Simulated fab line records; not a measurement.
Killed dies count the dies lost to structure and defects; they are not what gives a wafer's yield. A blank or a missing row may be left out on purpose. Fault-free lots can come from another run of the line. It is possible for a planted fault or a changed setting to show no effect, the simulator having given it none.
Matching of chambers ; flow n5_finfet ; uv_cure-01 running N5_BEOL_M7_CURE_75: 3 sister chambers
The step cures SiCOH lowk, time 120 s. 6 wafers are shown with their chamber, then 9 later ones without.

WAFERS PAIRED WITH THEIR CHAMBERS
wafer;chamber;lamp_power_pct (%);wafer_temp_C_max
L090.4;0;52.25;371.8
L090.5;0;52.34;371.6
L091.2;1;52.41;371.3
L091.6;1;52.28;372.1
L093.4;2;52.30;371.2
L093.6;2;52.28;371.7

WAFERS WHOSE CHAMBER IS MISSING
wafer;lamp_power_pct (%);wafer_temp_C_max
L094.1;52.19;371.7
L094.2;52.40;371.3
L094.5;52.35;371.0
L095.2;52.27;371.3
L095.5;52.36;371.8
L095.6;52.26;371.9
L097.2;52.25;371.9
L097.3;52.29;372.3
L097.6;52.30;371.8

CHAMBER TAKEN BY EACH
wafer;from the rows above;in truth
L094.1;can't be placed: 0 or 2 or 1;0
L094.2;can't be placed: 1 or 2 or 0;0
L094.5;can't be placed: 2 or 1 or 0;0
L095.2;can't be placed: 2 or 0 or 1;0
L095.5;can't be placed: 1 or 0 or 2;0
L095.6;can't be placed: 0 or 2 or 1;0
L097.2;can't be placed: 0 or 2 or 1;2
L097.3;can't be placed: 0 or 1 or 2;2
L097.6;can't be placed: 0 or 1 or 2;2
Correctly placed: 0 of 9. Can't be placed from these rows: 9 (the true chamber is among the candidates in 9). Wrongly placed: 0.
How it was worked out, from the rows above alone: a wafer's distance from a chamber is the root of the sum, over the readings, of the square of ((its reading less the chamber's mean) divided by the reading's scatter). The wafer belongs to the nearest chamber; if the next one is less than 2 further off, it can't be placed. For every chamber, the mean is computed from those of its wafers that are shown. The scatter is the square root of a quotient: the sum, over the shown wafers, of each reading's squared deviation from its chamber's mean, divided by wafers minus chambers.
